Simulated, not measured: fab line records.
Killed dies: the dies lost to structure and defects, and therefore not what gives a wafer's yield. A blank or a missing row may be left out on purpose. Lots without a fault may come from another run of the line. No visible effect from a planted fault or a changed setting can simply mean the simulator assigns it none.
One fault through the eyes of 2 desks	flow n5 finfet	each desk holds nothing but its own numbers, with what lay behind them at the end

## METROLOGY DESK
Lot by lot, what the gauges showed, no matter which tool ran the lot: averages of those sampled wafers that carry a number. If a lot's mean is further than 4 standard deviations from the usual mean, the lot is out of limits and carries the mark OUT (the distance appears in the brackets). Readings shown: 7 out of 15 (the first out of limits, and those lying furthest out on some lot).
Columns: A = cd nm at N5_MOL_CONTACT_COAG_CD_MEAS_40, usual 25.09 nm; B = CJ_N at N5_BEOL_M4_RC_MEAS_101, usual 4.36; C = DIBL_N at N5_BEOL_M4_RC_MEAS_101, usual 37.0 mV/V; D = IOFF_N at N5_BEOL_M4_RC_MEAS_101, usual 0.17 nA/um; E = IOFF_N_85C at N5_BEOL_M4_RC_MEAS_101, usual 3.3 nA/um; F = RS_PWELL at N5_BEOL_M4_RC_MEAS_101, usual 3006 ohm/sq; G = SS_N at N5_BEOL_M4_RC_MEAS_101, usual 71.7 mV/dec
lot	first seen here	A	B	C	D	E	F	G
L627	day 5 00:58	25.27	4.36	40.4	0.25	4.5	3017	72.4
L631	day 6 03:16	25.40	4.36	36.6	0.16	3.1	3027	71.2
L633	day 6 16:53	25.40	4.45	37.7	0.20	3.7	3006	71.9
L636	day 7 07:11	24.77	4.32	38.5	0.21	4.0	3000	72.3
L637	day 7 10:28	26.38 (+5.1) OUT	1.89 (-26) OUT	47.5 (+4.6) OUT	0.81 (+14) OUT	12.2 (+12) OUT	3186 (+7.8) OUT	85.8 (+19) OUT
L638	day 7 19:36	26.21 (+4.5) OUT	1.90 (-26) OUT	55.0 (+7.8) OUT	1.63 (+32) OUT	20.6 (+23) OUT	3174 (+7.3) OUT	90.3 (+26) OUT
L641	day 8 17:29	26.13 (+4.2) OUT	4.41	37.5	0.16	3.2	3023	72.3
L644	day 9 09:16	25.10	4.35	35.7	0.13	2.6	2993	71.4
L650	day 10 21:51	25.24	4.43	35.8	0.14	2.9	3010	71.4
Finding of this desk: L637, L638, L641 out of limits; the first was L637 at day 7 11:54, on cd nm at N5_MOL_CONTACT_COAG_CD_MEAS_40. In limits: L627, L631, L633, L636, L644, L650.

## AT THE TOOL OWNER'S DESK: euv scanner-02
The tool's own readings at N5_MOL_CONTACT_COAG_EXPOSE_37 (exposes mask VD, defocus 0 nm): means of the sampled wafers that have a number, for each lot that ran on this tool. If a lot's mean is further than 4 standard deviations from the usual mean, the lot is out of limits and carries the mark OUT (the distance appears in the brackets).
Columns: A = exposure dose mJ cm2 at N5_MOL_CONTACT_COAG_EXPOSE_37, usual 62.8; B = reticle temp C at N5_MOL_CONTACT_COAG_EXPOSE_37, usual 22.96 C; C = stage msd nm at N5_MOL_CONTACT_COAG_EXPOSE_37, usual 0.821 nm
lot	first seen here	A	B	C
L627	day 5 02:44	63.4	22.91	0.822
L631	day 6 04:29	63.5	22.88	0.826
L636	day 7 08:24	63.5	23.03	0.827
L637	day 7 11:46	68.3 (+7.3) OUT	22.90	0.827
L638	day 7 20:44	67.2 (+5.8) OUT	22.94	0.823
L641	day 8 18:44	66.4 (+4.8) OUT	22.95	0.821
Finding of this desk: L637, L638, L641 out of limits; the first was L637 at day 7 11:46, on exposure dose mJ cm2 at N5_MOL_CONTACT_COAG_EXPOSE_37. In limits: L627, L631, L636.

## PUT TOGETHER
The tool owner's desk could have raised an alarm at day 7 11:46, on L637, L638, L641.
L637, L638, L641 would have let the metrology desk raise an alarm at day 7 11:54.
Of the lots named, all ran N5_MOL_CONTACT_COAG_EXPOSE_37 on euv scanner-02.

## WHAT THE SIMULATOR HAD PUT IN
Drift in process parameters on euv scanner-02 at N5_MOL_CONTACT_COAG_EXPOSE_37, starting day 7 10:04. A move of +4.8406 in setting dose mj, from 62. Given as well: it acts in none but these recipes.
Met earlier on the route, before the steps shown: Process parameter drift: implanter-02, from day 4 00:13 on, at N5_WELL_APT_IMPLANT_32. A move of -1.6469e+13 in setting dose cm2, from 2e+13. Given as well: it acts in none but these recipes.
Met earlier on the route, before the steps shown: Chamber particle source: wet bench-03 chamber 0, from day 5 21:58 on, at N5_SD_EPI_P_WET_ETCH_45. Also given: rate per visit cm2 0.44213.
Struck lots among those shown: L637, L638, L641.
Time in hours from fault onset to the first out-of-limits reading at each desk: tool owner's desk 2, metrology desk 2.
